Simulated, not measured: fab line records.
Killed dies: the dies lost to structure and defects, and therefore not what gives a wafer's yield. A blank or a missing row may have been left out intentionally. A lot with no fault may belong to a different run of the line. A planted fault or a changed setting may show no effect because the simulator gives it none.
fab line records	flow n5_finfet
record lots=4	wafers=12	last_day=17
route steps=1938 shown BEOL_M0_SAQP@642 BEOL_M4@1111
lots that met no fault: taken from a fault-free run of the same line
start_h: hours from the record's opening day to when the first of the lot's shown wafers began	wait_h: hours since the lot's step before	" unchanged from the row above	L1.1+2: a single row standing in for several wafers	- value missing, or start not given	* or withheld: withheld	< > ~ a bound
route shown NAME@n: names a module that has steps shown in the file, with the first one's number in the route	usual: average and standard deviation across the fault-free wafers	same: alike in all rows	chamber/n: place in a boat	sites: readings site by site	_std_site: the standard deviation of these	_edge_site: mean of outer sites minus mean of inner sites	radius_mm: how far each site lies from the wafer's centre	mask NAME#n: copy n	behind: the tool/chamber that last shaped the wafer	hold: what put the lot on hold/how long, in hours/how the hold closed	device: transistor that didn't switch, given as n, p or np	end of line: tests of these same wafers at the route's end	step lacking rows: just its recipe	killed: count of dies lost to structure and defects at first sort (not the wafer's yield)	map: a wafer's dies, marking killed ones x, the rest . and places with no die _
set.NAME: the setting the step ran with; set.NAME@STEP: the setting that earlier step ran with	model.NAME: the simulator's own value behind a step, which no gauge read
lots seen at some steps along the route; tables by step, rows by wafer
services: when a tool's chamber went out of use (start_h, in hours from the record's first day, below 0 if earlier), for how many hours, and the reason
## steps
# step N5_BEOL_M0_SAQP_COAT_82
# recipe resist=SiARC	temp_c=220	time_s=60	spin_rpm=1500	resist_thk_nm=30
# step N5_BEOL_M0_SAQP_COAT_08
# recipe resist=CAR-ArF	spin_rpm=1500	resist_thk_nm=90
# step N5_BEOL_M0_SAQP_EBR_10
# recipe solvent=PGMEA	ebr_width_mm=1.5
# step N5_BEOL_M0_SAQP_SOFTBAKE_09
# recipe temp_c=110	time_s=60	resist=CAR-ArF
# step N5_BEOL_M0_SAQP_EXPOSE_11
# recipe mask_id=M0_CORE	na=1.35	source_shape=dipole	sigma_inner=0.538	sigma_outer=0.738	polarization=te	target_cd_nm=42	dose_mj=55
# step N5_BEOL_M0_SAQP_PEB_12
# recipe peb_temp_c=withheld	peb_time_s=60	resist=CAR-ArF
# step N5_BEOL_M0_SAQP_DEVELOP_13
# recipe develop_time_s=30	developer=TMAH	resist=CAR-ArF	dev_temp_c=23	rinse_liquid=diw	dry=air_spin
# step N5_BEOL_M0_SAQP_DESCUM_19
# recipe chemistry=O2	time_s=7.9	source_power_w=50	bias_power_w=20	pressure_mtorr=20	rf_frequency_hz=2.712e+07	temp_c=40	resist=CAR-ArF	o2_flow_sccm=225
# step N5_BEOL_M0_SAQP_ETCH_83
# recipe chemistry=CF4	target=SiARC	target_depth_a=390	mask_material=CAR-ArF	time_s=65	ion_energy_ev=80	pressure_mtorr=40	source_w=545	bias_w=36	Ar_flow_sccm=100	cf4_flow_sccm=100	ends=cleared
# step N5_BEOL_M0_SAQP_ETCH_84
# recipe chemistry=N2/H2	target=SOC	target_depth_a=1000	overetch_a=200	mask_material=SiARC	temp_c=40	time_s=150	ion_energy_ev=200	pressure_mtorr=30	source_w=840	bias_w=150	n2_flow_sccm=200	h2_flow_sccm=200
# usual drypump_motor_current_A=5.9/0.43	n2_flow_sccm=200.1/0.6	oes_product_au=0.71/0.082	rf_vpp_V=524.1/2.3	showerhead_plenum_p_Torr=2.55/0.08	throttle_valve_pct=17.80/0.3
lot.wafer	tool	chamber	start_h	wait_h	drypump_motor_current_A	n2_flow_sccm	oes_product_au	rf_hours_counter_h	rf_vpp_V	showerhead_plenum_p_Torr	throttle_valve_pct	model.etch.depth_nm	model.SiARC_of_BEOL_M0_SAQP_COAT_82.thk_nm
L180.1	rie_diel-06	3	145.63	0.0	5.4	200.1	0.69	25	528.3	2.69	17.36	73.76	26.4
L180.2	"	2	"	"	5.4	199.7	0.57	150	523.5	2.56	18.21	68.76	26.6
L180.5	"	3	"	"	5.4	199.9	0.69	-	530.3	2.69	17.35	73.85	26.6
L185.2	rie_diel-06	3	174.59	0.0	5.4	200.1	0.67	34	527.8	2.69	17.39	72.99	26.4
L185.3	"	0	"	"	6.1	199.7	0.63	78	524.2	2.59	17.98	76.09	26.4
L185.6	"	3	"	"	5.4	199.7	0.66	-	529.2	2.69	17.37	72.91	26.4
L192.1	rie_diel-03	0	222.45	0.0	6.2	201.2	0.84	16	523.7	2.50	17.43	99.79	24
L192.3	"	3	"	"	5.7	200.2	0.61	230	525.7	2.62	18.11	99.68	24.8
L192.5	"	2	"	"	6.6	200.7	0.81	-	525.1	2.57	17.31	99.78	24.4
L197.1	rie_diel-06	0	249.10	0.0	6.0	199.9	0.72	99	526.6	2.58	18.02	100	24.4
L197.2	"	3	"	"	5.4	201.4	0.77	55	527.6	2.68	17.43	100.3	24.6
L197.4	"	1	"	"	5.5	201.9	0.80	29	523.5	2.50	17.72	100.1	24
# step N5_BEOL_M0_SAQP_STRIP_80
# recipe chemistry=N2/H2	temp_c=40	n2_flow_sccm=200	h2_flow_sccm=200	rf_frequency_hz=6e+07
# step N5_BEOL_M0_SAQP_HM_OPEN_112
# recipe chemistry=CHF3/O2	target=SiO2	stop_on=a-Si	target_depth_a=120	over_etch_frac=1.25	mask_material=SOC	time_s=13.5	pressure_mtorr=30	source_w=650	bias_w=170	Ar_flow_sccm=200	CHF3_flow_sccm=50	O2_flow_sccm=5	ion_energy_ev=200	ends=end_point
# usual drypump_motor_current_A=5.9/0.43	oes_product_au=0.52/0.059	rf_vpp_V=531/15	showerhead_plenum_p_Torr=2.42/0.073	throttle_valve_pct=18.83/0.24
lot.wafer	tool	chamber	start_h	wait_h	drypump_motor_current_A	oes_product_au	rf_hours_counter_h	rf_vpp_V	showerhead_plenum_p_Torr	throttle_valve_pct	model.SiARC_of_BEOL_M0_SAQP_COAT_82.thk_nm
L180.1	rie_diel-06	3	145.74	0.0	5.4	0.34	25	538	2.56	18.51	7
L180.2	"	2	"	"	5.3	0.29	150	546	2.40	18.98	8
L180.5	"	3	"	"	5.4	0.34	-	536	2.56	18.51	7
L185.2	rie_diel-06	3	174.69	0.0	5.4	0.33	34	537	2.56	18.52	7
L185.3	"	0	"	"	6.0	0.31	78	516	2.45	19.00	6.6
L185.6	"	3	"	"	5.4	0.33	-	535	2.56	18.54	7
L192.1	rie_diel-03	0	222.56	0.0	6.2	0.61	16	542	2.35	18.29	4.8
L192.3	"	3	"	"	5.7	0.44	230	531	2.48	19.07	6.4
L192.5	"	2	"	"	6.6	0.59	-	542	2.46	18.61	5
L197.1	rie_diel-06	0	249.20	0.0	6.0	0.52	99	514	2.44	19.09	4.8
L197.2	"	3	"	"	5.4	0.56	55	536	2.55	18.62	5.4
L197.4	"	1	"	"	5.5	0.58	29	530	2.36	18.65	4
# step N5_BEOL_M0_SAQP_STRIP_113
# recipe chemistry=CHF3/O2	resist=SiARC	rf_frequency_hz=6e+07
# step N5_BEOL_M0_SAQP_MANDREL_ETCH_20
# recipe target_depth_a=600	chemistry=HBr/Cl2	target=a-Si	stop_on=SiNx	bt_time_s=10	mask_material=SOC	over_etch_frac=0.5	time_s=30	pressure_mtorr=10	icp_w=800	bias_w=75	HBr_flow_sccm=150	Cl2_flow_sccm=80	ends=end_point
# usual HBr_flow_sccm=150.0/0.43	drypump_motor_current_A=5.7/0.38	oes_product_au=0.776/0.016	throttle_valve_pct=35.5/0.35
lot.wafer	tool	chamber	start_h	wait_h	HBr_flow_sccm	drypump_motor_current_A	oes_product_au	rf_hours_counter_h	throttle_valve_pct
L180.1	rie_si-04	1	145.83	0.0	150.6	6.5	0.334	160	36.4
L180.2	"	0	"	"	149.9	5.5	0.340	164	36.0
L180.5	"	3	"	"	150.2	5.8	0.322	-	36.7
L185.2	rie_si-05	1	174.78	0.0	150.6	5.4	0.328	4	36.8
L185.3	"	2	"	"	150.3	5.1	0.315	167	36.4
L185.6	"	2	"	"	150.0	5.1	0.312	-	36.4
L192.1	rie_si-05	3	222.65	0.0	150.4	5.9	0.758	129	35.8
L192.3	"	1	"	"	150.4	5.5	0.797	4	35.8
L192.5	"	1	"	"	150.5	5.5	0.800	-	35.9
L197.1	rie_si-02	2	249.29	0.0	150.9	5.9	0.754	12	35.4
L197.2	"	0	"	"	150.0	5.4	0.772	38	36.1
L197.4	"	1	"	"	149.6	5.7	0.768	61	35.8
# step N5_BEOL_M0_SAQP_STRIP_86
# recipe chemistry=N2/H2	power_w=500	temp_c=40	pressure_mtorr=50	rf_frequency_hz=6e+07	overash_fraction=0.3	bias_power_w=28	h2_frac=0.5	n2_flow_sccm=300	h2_flow_sccm=300
# step N5_BEOL_M0_SAQP_STRIP_115
# recipe chemistry=post_etch_residue_remover	time_s=60	temp_c=25	remover_ph=withheld	remover_water_wt_pct=withheld	remover_fluoride_wt_pct=withheld
# step N5_BEOL_M0_SAQP_SRD_93
# recipe dry=ipa_marangoni	time_s=30	temp_c=23	rinse_liquid=diw
# step N5_BEOL_M0_SAQP_RECESS_114
# recipe chemistry=HF/NH3	target=SiO2	target_depth_a=144	afs_cycles=3	temp_c=30	sublimation_temp_c=180	sublimation_time_s=60
# step N5_BEOL_M0_SAQP_SPACER1_ALD_98
# recipe material=SiO2	target_thk_a=128	temp_c=300	ald_precursor_family=BDEAS	ald_co_reactant=O2-plasma	pulse_time_s=1	purge_time_s=2	co_reactant_purge_time_s=2	ald_cycles=138	pressure_torr=2
# step N5_BEOL_M0_SAQP_SPACER1_ETCHBACK_99
# recipe chemistry=CHF3/O2	mode=anisotropic_etchback	target=SiO2	target_depth_a=154	time_s=7.7	pressure_mtorr=30	source_w=650	bias_w=170	Ar_flow_sccm=200	CHF3_flow_sccm=50	O2_flow_sccm=5	ion_energy_ev=200
# usual drypump_motor_current_A=6.0/0.46	oes_product_au=0.79/0.1	rf_vpp_V=531/17	showerhead_plenum_p_Torr=2.41/0.068	throttle_valve_pct=18.85/0.27
lot.wafer	tool	chamber	start_h	wait_h	drypump_motor_current_A	oes_product_au	rf_hours_counter_h	rf_vpp_V	showerhead_plenum_p_Torr	throttle_valve_pct
L180.1	rie_diel-03	1	146.97	0.3	5.7	0.28	162	512	2.31	19.09
L180.2	"	0	"	"	6.2	0.26	248	543	2.36	18.68
L180.5	"	0	"	"	6.2	0.26	-	544	2.36	18.68
L185.2	rie_diel-02	3	176.13	0.5	5.2	0.32	50	506	2.35	18.52
L185.3	"	0	"	"	6.2	0.26	210	520	2.50	18.64
L185.6	"	1	"	"	6.6	0.30	-	564	2.43	18.51
L192.1	rie_diel-02	1	223.83	0.3	6.6	0.79	106	563	2.42	18.66
L192.3	"	3	"	"	5.3	0.83	66	506	2.34	18.67
L192.5	"	1	"	"	6.6	0.79	-	564	2.42	18.65
L197.1	rie_diel-03	2	250.38	0.3	6.6	0.90	32	542	2.46	18.69
L197.2	"	1	"	"	5.7	0.73	196	512	2.30	19.27
L197.4	"	0	"	"	6.2	0.92	23	541	2.35	18.38
# step N5_BEOL_M0_SAQP_MANDREL1_REMOVE_100
# recipe chemistry=HBr/Cl2/O2	bt_time_s=10	target=a-Si	stop_on=SiNx	endpoint=OES-SiCl	over_etch_frac=0.85	icp_w=600	bias_w=30	HBr_flow_sccm=150	Cl2_flow_sccm=80	O2_flow_sccm=5	pressure_mtorr=10
# usual HBr_flow_sccm=150.0/0.47	drypump_motor_current_A=5.7/0.37	oes_product_au=1.004/0.021	throttle_valve_pct=36.8/0.35
lot.wafer	tool	chamber	start_h	wait_h	HBr_flow_sccm	drypump_motor_current_A	oes_product_au	rf_hours_counter_h	throttle_valve_pct	model.BEOL_M0_SAQP.cd_nm
L180.1	rie_si-02	3	147.05	0.1	150.0	5.4	0.379	27	36.1	43
L180.2	"	2	"	"	150.0	5.9	0.372	11	36.5	42
L180.5	"	1	"	"	150.1	5.7	0.374	-	37.1	42.6
L185.2	rie_si-02	1	176.22	0.1	150.2	5.7	0.373	60	37.1	43
L185.3	"	0	"	"	149.7	5.4	0.373	37	37.3	42.8
L185.6	"	0	"	"	149.6	5.4	0.381	-	37.3	43.6
L192.1	rie_si-05	0	223.92	0.1	150.4	5.9	1.015	53	36.6	12.6
L192.3	"	3	"	"	150.2	5.8	0.971	129	37.1	13
L192.5	"	1	"	"	150.4	5.4	1.008	-	37.1	12.8
L197.1	rie_si-04	3	250.46	0.1	150.4	5.8	0.988	118	37.0	12.6
L197.2	"	0	"	"	150.2	5.5	1.038	165	36.4	12.8
L197.4	"	2	"	"	149.2	6.0	0.999	2	36.3	12.8
# step N5_BEOL_M0_SAQP_CD_MEAS_25
# recipe target_cd_nm=13.1	landing_energy_ev=1000	detector=se_inlens
# usual cd_nm=12.72/0.26
lot.wafer	tool	chamber	start_h	wait_h	cd_nm
L180.1	cd_sem-02	0	147.16	0.1	-
L180.2	"	0	"	"	-
L180.5	"	0	"	"	-
L185.2	cd_sem-02	0	176.33	0.1	-
L185.3	"	0	"	"	-
L185.6	"	0	"	"	-
L192.1	cd_sem-02	0	224.03	0.1	12.47
L192.3	"	0	"	"	13.58
L192.5	"	0	"	"	12.32
L197.1	cd_sem-02	0	250.57	0.1	12.47
L197.2	"	0	"	"	12.98
L197.4	"	0	"	"	12.85
# step N5_BEOL_M0_SAQP_ETCH_101
# recipe chemistry=CH3F/O2	target=SiNx	mask_material=SiO2	target_depth_a=299	time_s=42.7	pressure_mtorr=30	source_w=395	bias_w=73	Ar_flow_sccm=150	CH3F_flow_sccm=30	O2_flow_sccm=20	ion_energy_ev=120
# step N5_BEOL_M0_SAQP_ETCH_102
# recipe chemistry=CF4	target=SiO2	target_depth_a=40	ion_energy_ev=350	time_s=4.4	pressure_mtorr=10	icp_w=800	bias_w=400	cf4_flow_sccm=80
# step N5_BEOL_M0_SAQP_MANDREL_ETCH_103
# recipe chemistry=HBr/Cl2	target=a-Si	target_depth_a=450	bt_time_s=10	stop_on=SiCN	mask_material=SiO2	over_etch_frac=0.8	time_s=27	pressure_mtorr=10	icp_w=800	bias_w=75	HBr_flow_sccm=150	Cl2_flow_sccm=80	ends=end_point
# step N5_BEOL_M0_SAQP_RECESS_104
# recipe chemistry=HF/NH3	target=SiO2	target_depth_a=180	afs_cycles=3	temp_c=30	sublimation_temp_c=180	sublimation_time_s=60
# step N5_BEOL_M0_SAQP_COAT_105
# recipe resist=SOC	temp_c=250	time_s=60	spin_rpm=1500	resist_thk_nm=100
# step N5_BEOL_M0_SAQP_ETCH_106
# recipe chemistry=N2/H2	target=SOC	target_depth_a=1500	stop_on=SiNx	ion_energy_ev=100	bias_w=61	pressure_mtorr=30	source_w=850	n2_flow_sccm=200	h2_flow_sccm=200
# step N5_BEOL_M0_SAQP_ETCH_107
# recipe chemistry=CH3F/O2	target=SiNx	target_depth_a=300	mask_material=SOC	pressure_mtorr=30	source_w=395	bias_w=73	Ar_flow_sccm=150	CH3F_flow_sccm=30	O2_flow_sccm=20	ion_energy_ev=120
# step N5_BEOL_M0_SAQP_STRIP_108
# recipe chemistry=N2/H2	power_w=500	temp_c=40	pressure_mtorr=50	rf_frequency_hz=6e+07	overash_fraction=0.3	bias_power_w=28	h2_frac=0.5	n2_flow_sccm=300	h2_flow_sccm=300
# step N5_BEOL_M0_SAQP_RECESS_109
# recipe chemistry=HF/NH3	target=SiO2	target_depth_a=30	afs_cycles=1	temp_c=30	sublimation_temp_c=180	sublimation_time_s=60
# step N5_BEOL_M0_SAQP_SPACER2_ALD_26
# recipe material=SiO2	target_thk_a=150	temp_c=300	ald_precursor_family=BDEAS	ald_co_reactant=O2-plasma	pulse_time_s=1	purge_time_s=2	co_reactant_purge_time_s=2	pressure_torr=2
# step N5_BEOL_M0_SAQP_SPACER2_ETCHBACK_27
# recipe chemistry=CHF3/O2	mode=anisotropic_etchback	target=SiO2	target_depth_a=225	time_s=11.25	pressure_mtorr=30	source_w=650	bias_w=170	Ar_flow_sccm=200	CHF3_flow_sccm=50	O2_flow_sccm=5	ion_energy_ev=200
# step N5_BEOL_M0_SAQP_MANDREL2_REMOVE_110
# recipe chemistry=HBr/Cl2/O2	bt_time_s=10	target=a-Si	stop_on=SiCN	endpoint=OES-SiCl	over_etch_frac=1	icp_w=600	bias_w=30	HBr_flow_sccm=150	Cl2_flow_sccm=80	O2_flow_sccm=5	pressure_mtorr=10
# usual HBr_flow_sccm=150.0/0.41	drypump_motor_current_A=5.7/0.37	oes_product_au=1.007/0.021	throttle_valve_pct=36.7/0.38
lot.wafer	tool	chamber	start_h	wait_h	HBr_flow_sccm	drypump_motor_current_A	oes_product_au	rf_hours_counter_h	throttle_valve_pct	model.BEOL_M0_SAQP.cd_nm
L180.1	rie_si-02	1	148.94	0.1	149.5	5.7	0.996	59	37.1	43
L180.2	"	2	"	"	150.0	5.9	0.975	11	36.5	41.8
L180.5	"	0	"	"	149.7	5.4	0.993	-	37.3	42.2
L185.2	rie_si-04	1	179.21	0.1	150.2	6.6	1.044	160	36.7	42.8
L185.3	"	3	"	"	150.3	5.8	1.001	117	37.0	42.8
L185.6	"	3	"	"	150.0	5.8	0.990	-	37.0	43.6
L192.1	rie_si-04	1	225.68	0.1	150.0	6.6	1.029	161	36.8	14.8
L192.3	"	0	"	"	150.2	5.5	1.041	165	36.4	15
L192.5	"	3	"	"	150.1	5.8	0.987	-	37.0	15.2
L197.1	rie_si-02	2	252.25	0.1	150.4	5.9	0.975	13	36.6	15.2
L197.2	"	1	"	"	150.0	5.7	0.997	61	37.1	15.2
L197.4	"	0	"	"	150.3	5.4	1.001	38	37.3	15.2
# step N5_BEOL_M0_SAQP_CD_MEAS_29
# recipe target_cd_nm=14.4	landing_energy_ev=1000	detector=se_inlens
# usual cd_nm=14.98/0.28
lot.wafer	tool	chamber	start_h	wait_h	cd_nm
L180.1	cd_sem-01	0	149.05	0.1	-
L180.2	"	0	"	"	-
L180.5	"	0	"	"	-
L185.2	cd_sem-03	0	179.32	0.1	-
L185.3	"	0	"	"	-
L185.6	"	0	"	"	-
L192.1	cd_sem-03	0	225.79	0.1	15.12
L192.3	"	0	"	"	15.05
L192.5	"	0	"	"	15.01
L197.1	cd_sem-01	0	252.36	0.1	14.79
L197.2	"	0	"	"	15.25
L197.4	"	0	"	"	14.99
# step N5_BEOL_M0_SAQP_COAT_69
# recipe resist=SOC	temp_c=250	time_s=60	spin_rpm=1500	resist_thk_nm=90
# step N5_BEOL_M4_RC_MEAS_101
# usual DIBL_N=36.1/2	DIBL_P=36.3/2.4	IOFF_N=0.15/0.035	IOFF_P=0.21/0.039	ION_N=672/15	ION_P=463/9.7	SS_N=71.5/0.7	SS_P=73.2/0.75	VT_N=251/3.6	VT_P=-250/3.8
lot.wafer	tool	chamber	start_h	wait_h	DIBL_N[mV/V]	DIBL_P[mV/V]	IOFF_N[nA/um]	IOFF_P[nA/um]	ION_N[uA/um]	ION_P[uA/um]	SS_N[mV/dec]	SS_P[mV/dec]	VT_N[mV]	VT_P[mV]
L192.1	prober-02	0	284.39	0.0	36.1	35.6	0.13	0.18	652	458	71.1	73.5	256	-253
L192.3	"	0	"	"	39.0	39.6	0.20	0.26	683	470	71.3	74.1	247	-252
L192.5	"	0	"	"	38.8	40.2	0.18	0.25	683	464	72.2	74.4	250	-250
L197.1	prober-02	0	306.59	0.0	37.4	37.0	0.18	0.25	682	466	71.8	73.7	247	-246
L197.2	"	0	"	"	34.5	33.2	0.13	0.19	672	467	70.8	72.8	253	-248
L197.4	"	0	"	"	35.6	34.8	0.14	0.21	681	475	71.1	73.0	249	-248
## services
tool	chamber	start_h	hours	kind
rie_diel-06	1	129.08	-	clean
rie_diel-06	1	129.08	-	consumable_replace:focus_ring
rie_diel-06	1	129.08	22.8	scheduled_down
rie_diel-06	1	129.08	22.8	vent_cycle
rie_si-04	2	135.68	-	clean
rie_si-04	2	135.68	13.9	scheduled_down
rie_si-04	2	135.68	13.9	vent_cycle
rie_diel-03	2	135.89	-	clean
rie_diel-03	2	135.89	-	consumable_replace:focus_ring
rie_diel-03	2	135.89	17.7	scheduled_down
rie_diel-03	2	135.89	17.7	vent_cycle
rie_diel-02	-	142.37	0.3	repair
rie_diel-03	0	154.19	-	clean
rie_diel-03	0	154.19	-	consumable_replace:focus_ring
rie_diel-03	0	154.19	17.6	scheduled_down
rie_diel-03	0	154.19	17.6	vent_cycle
rie_diel-02	2	172.46	-	clean
rie_diel-02	2	172.46	-	consumable_replace:focus_ring
rie_diel-02	2	172.46	20.7	scheduled_down
rie_diel-02	2	172.46	20.7	vent_cycle
rie_si-02	-	172.83	2.8	pm
rie_si-04	0	181.61	7.6	repair
rie_si-02	2	224.06	2.3	repair
## key
first_sign step=N5_BEOL_M0_SAQP_HM_OPEN_112	reading=oes_product_au	direction=down	sigmas=3.3	usual=0.52	struck=0.32
effect step=N5_BEOL_M0_SAQP_MANDREL_ETCH_20	reading=oes_product_au	direction=down	sigmas=29	usual=0.776	struck=0.325
effect step=N5_BEOL_M0_SAQP_SPACER1_ETCHBACK_99	reading=oes_product_au	direction=down	sigmas=5.1	usual=0.79	struck=0.28
effect step=N5_BEOL_M0_SAQP_MANDREL1_REMOVE_100	reading=oes_product_au	direction=down	sigmas=30	usual=1.004	struck=0.375
effect step=N5_BEOL_M0_SAQP_CD_MEAS_25	reading=cd_nm	direction=missing
effect step=N5_BEOL_M0_SAQP_CD_MEAS_29	reading=cd_nm	direction=missing
model_effect step=N5_BEOL_M0_SAQP_ETCH_84	value=etch.depth_nm	without=100.3	struck=73.06
model_effect step=N5_BEOL_M0_SAQP_HM_OPEN_112	value=SiARC_of_BEOL_M0_SAQP_COAT_82.thk_nm	without=4.9	struck=7.1
model_effect step=N5_BEOL_M0_SAQP_MANDREL1_REMOVE_100	value=BEOL_M0_SAQP.cd_nm	without=12.67	struck=42.83
model_effect step=N5_BEOL_M0_SAQP_MANDREL2_REMOVE_110	value=BEOL_M0_SAQP.cd_nm	without=14.97	struck=42.7
met_at N5_BEOL_M0_SAQP_ETCH_84
struck_wafers L180.1,L180.2,L180.5,L185.2,L185.3,L185.6
later_rows_left_out L180.1,L180.2,L180.5,L185.2,L185.3,L185.6
sort_left_out L180.1,L180.2,L180.5,L185.2,L185.3,L185.6
fault kind=process_parameter_drift	tool=rie_diel-06	chamber=-	onset_h=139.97	steps=N5_BEOL_M0_SAQP_ETCH_84	channel=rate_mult	offset=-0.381	shape=step	end_h=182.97
# sort_left_out: the simulated sort isn't trusted on such a fault, so these wafers' sort isn't shown, and their yield isn't known
# later_rows_left_out: the simulator's readings of these wafers behind a module that went badly wrong aren't trusted and aren't shown, but for the sort
